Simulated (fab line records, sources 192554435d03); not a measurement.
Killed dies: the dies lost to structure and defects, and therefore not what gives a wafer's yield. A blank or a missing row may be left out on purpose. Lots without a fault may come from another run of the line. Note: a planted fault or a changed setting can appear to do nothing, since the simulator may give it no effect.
Which tool did it? | flow n5 finfet | 24 lots, 72 wafers sampled, at 4 steps of a route of 1938

WHAT THE GAUGES READ, wafer by wafer
N5_BEOL_M2_THK_MEAS_01.
lot  | measured     | on            | M2_ILD_THK (nm)
L075 | day 7 06:16  | film metro-02 | 79.1 79.0 80.6
L074 | day 7 08:12  | film metro-01 | 77.9 78.1 79.9
L076 | day 7 09:14  | film metro-01 | 78.9 78.8 79.5
L077 | day 7 09:20  | film metro-01 | 78.2 79.2 80.0
L078 | day 7 13:13  | film metro-02 | 78.5 79.7 79.9
L079 | day 8 01:10  | film metro-01 | 79.0 80.2 80.1
L080 | day 8 01:49  | film metro-01 | 77.1 77.8 79.5
L081 | day 8 04:25  | film metro-01 | 78.4 77.2 77.9
L082 | day 8 07:57  | film metro-02 | 78.7 78.5 79.7
L083 | day 8 17:59  | film metro-02 | 77.4 77.7 79.2
L084 | day 9 01:20  | film metro-02 | 77.1 79.0 77.8
L085 | day 9 09:32  | film metro-01 | 78.5 80.7 79.7
L086 | day 9 18:35  | film metro-02 | 78.8 77.6 79.5
L088 | day 10 14:47 | film metro-02 | 79.1 79.1 78.3
L087 | day 10 23:44 | film metro-02 | 77.3 80.4 80.0
L089 | day 11 04:18 | film metro-01 | 77.1 77.1 80.0
L090 | day 11 04:25 | film metro-01 | 79.3 79.2 76.7
L091 | day 11 06:44 | film metro-01 | 79.1 78.7 79.8
L093 | day 11 14:31 | film metro-02 | 77.5 78.5 79.4
L095 | day 11 14:40 | film metro-01 | 78.0 77.5 79.3
L092 | day 11 16:31 | film metro-01 | 80.0 79.8 78.8
L094 | day 12 03:13 | film metro-01 | 78.9 78.3 77.6
L096 | day 12 08:37 | film metro-02 | 78.6 79.2 80.5
L097 | day 12 15:22 | film metro-02 | 79.9 81.4 79.9

EACH LOT AND THE TOOL THAT RAN IT (in order: tool; ch and the chambers of the sampled wafers; start)
lot  | N5_BEOL_M1_ANNEAL_49         | N5_BEOL_M1_ANNEAL_89         | N5_BEOL_M1_ANNEAL_95
L075 | pvd sputter-03, day 7 03:25  | pvd sputter-03, day 7 04:17  | pvd sputter-03, day 7 04:57
L074 | pvd sputter-01, day 7 05:20  | pvd sputter-01, day 7 06:13  | pvd sputter-01, day 7 06:53
L076 | pvd sputter-03, day 7 06:23  | pvd sputter-03, day 7 07:16  | pvd sputter-03, day 7 07:55
L077 | pvd sputter-02, day 7 06:28  | pvd sputter-02, day 7 07:20  | pvd sputter-02, day 7 08:00
L078 | pvd sputter-02, day 7 09:56  | pvd sputter-02, day 7 10:49  | pvd sputter-02, day 7 11:29
L079 | pvd sputter-03, day 7 22:19  | pvd sputter-03, day 7 23:11  | pvd sputter-03, day 7 23:51
L080 | pvd sputter-01, day 7 22:56  | pvd sputter-01, day 7 23:49  | pvd sputter-01, day 8 00:29
L081 | pvd sputter-02, day 8 01:34  | pvd sputter-02, day 8 02:27  | pvd sputter-02, day 8 03:07
L082 | pvd sputter-03, day 8 05:05  | pvd sputter-03, day 8 05:58  | pvd sputter-03, day 8 06:38
L083 | pvd sputter-02, day 8 14:45  | pvd sputter-02, day 8 15:38  | pvd sputter-02, day 8 16:17
L084 | pvd sputter-01, day 8 22:21  | pvd sputter-01, day 8 23:14  | pvd sputter-01, day 8 23:53
L085 | pvd sputter-01, day 9 06:38  | pvd sputter-01, day 9 07:31  | pvd sputter-01, day 9 08:11
L086 | pvd sputter-01, day 9 15:43  | pvd sputter-01, day 9 16:35  | pvd sputter-01, day 9 17:15
L088 | pvd sputter-01, day 10 11:46 | pvd sputter-01, day 10 12:38 | pvd sputter-01, day 10 13:18
L087 | pvd sputter-03, day 10 20:53 | pvd sputter-03, day 10 21:46 | pvd sputter-03, day 10 22:25
L089 | pvd sputter-03, day 11 01:26 | pvd sputter-03, day 11 02:19 | pvd sputter-03, day 11 02:59
L090 | pvd sputter-01, day 11 01:32 | pvd sputter-01, day 11 02:25 | pvd sputter-01, day 11 03:05
L091 | pvd sputter-01, day 11 03:52 | pvd sputter-01, day 11 04:45 | pvd sputter-01, day 11 05:25
L093 | pvd sputter-01, day 11 11:32 | pvd sputter-01, day 11 12:25 | pvd sputter-01, day 11 13:04
L095 | pvd sputter-02, day 11 11:48 | pvd sputter-02, day 11 12:41 | pvd sputter-02, day 11 13:20
L092 | pvd sputter-02, day 11 13:38 | pvd sputter-02, day 11 14:31 | pvd sputter-02, day 11 15:11
L094 | pvd sputter-03, day 12 00:22 | pvd sputter-03, day 12 01:15 | pvd sputter-03, day 12 01:55
L096 | pvd sputter-01, day 12 05:04 | pvd sputter-01, day 12 05:56 | pvd sputter-01, day 12 06:36
L097 | pvd sputter-02, day 12 12:29 | pvd sputter-02, day 12 13:22 | pvd sputter-02, day 12 14:02
- N5_BEOL_M1_ANNEAL_49: time 240 s.
- N5_BEOL_M1_ANNEAL_89: time 240 s.
- N5_BEOL_M1_ANNEAL_95: time 240 s.

WHAT THE TOOLS THEMSELVES READ (means of the sampled wafers that have a number; where no wafer has one, the mark that the record gives instead)
N5_BEOL_M1_ANNEAL_49.
lot  | tool           | heater power w (W)
L075 | pvd sputter-03 | 831
L074 | pvd sputter-01 | 765
L076 | pvd sputter-03 | 851
L077 | pvd sputter-02 | 870
L078 | pvd sputter-02 | 842
L079 | pvd sputter-03 | 793
L080 | pvd sputter-01 | 792
L081 | pvd sputter-02 | 824
L082 | pvd sputter-03 | 846
L083 | pvd sputter-02 | 875
L084 | pvd sputter-01 | 779
L085 | pvd sputter-01 | 791
L086 | pvd sputter-01 | 763
L088 | pvd sputter-01 | 804
L087 | pvd sputter-03 | 833
L089 | pvd sputter-03 | 788
L090 | pvd sputter-01 | 742
L091 | pvd sputter-01 | 808
L093 | pvd sputter-01 | 784
L095 | pvd sputter-02 | 904
L092 | pvd sputter-02 | 832
L094 | pvd sputter-03 | 851
L096 | pvd sputter-01 | 780
L097 | pvd sputter-02 | 836

N5_BEOL_M1_ANNEAL_89.
lot  | tool           | heater power w (W)
L075 | pvd sputter-03 | 825
L074 | pvd sputter-01 | 742
L076 | pvd sputter-03 | 847
L077 | pvd sputter-02 | 857
L078 | pvd sputter-02 | 836
L079 | pvd sputter-03 | 798
L080 | pvd sputter-01 | 784
L081 | pvd sputter-02 | 833
L082 | pvd sputter-03 | 847
L083 | pvd sputter-02 | 884
L084 | pvd sputter-01 | 772
L085 | pvd sputter-01 | 787
L086 | pvd sputter-01 | 759
L088 | pvd sputter-01 | 793
L087 | pvd sputter-03 | 830
L089 | pvd sputter-03 | 798
L090 | pvd sputter-01 | 739
L091 | pvd sputter-01 | 819
L093 | pvd sputter-01 | 798
L095 | pvd sputter-02 | 914
L092 | pvd sputter-02 | 844
L094 | pvd sputter-03 | 849
L096 | pvd sputter-01 | 771
L097 | pvd sputter-02 | 839

N5_BEOL_M1_ANNEAL_95.
lot  | tool           | heater power w (W)
L075 | pvd sputter-03 | 829
L074 | pvd sputter-01 | 748
L076 | pvd sputter-03 | 835
L077 | pvd sputter-02 | 871
L078 | pvd sputter-02 | 832
L079 | pvd sputter-03 | 788
L080 | pvd sputter-01 | 783
L081 | pvd sputter-02 | 829
L082 | pvd sputter-03 | 851
L083 | pvd sputter-02 | 882
L084 | pvd sputter-01 | 775
L085 | pvd sputter-01 | 804
L086 | pvd sputter-01 | 769
L088 | pvd sputter-01 | 805
L087 | pvd sputter-03 | 822
L089 | pvd sputter-03 | 812
L090 | pvd sputter-01 | 736
L091 | pvd sputter-01 | 819
L093 | pvd sputter-01 | 785
L095 | pvd sputter-02 | 910
L092 | pvd sputter-02 | 847
L094 | pvd sputter-03 | 844
L096 | pvd sputter-01 | 780
L097 | pvd sputter-02 | 837

THE ANSWER, worked out from the rows above alone
Rule: the lots themselves supply what counts as usual. The widest of any qualifying gaps counts: lots, ordered by their means at a reading, are off when they make up no more than a third of the lots, leave a main group of 4 or more, and stand apart from it by 3 or more times the standard deviation of that group's means. A main group is skipped when, at the precision printed for the reading in the tables above, its means are all equal. Also off: a lot with no number at a reading for which 4 or more lots have one. All remaining lots with rows at the step are treated as sound. Order of review: gauges by route order, followed by the tools' own readings, for which a lot's mean as printed above is used. The first step at which some lot is off is used, and at that step the reading that is off furthest; a lot without a number counts as furthest.
Across all readings shown, no lot is off: no conclusion can be drawn from this.

WHAT THE SIMULATOR HAD PUT IN
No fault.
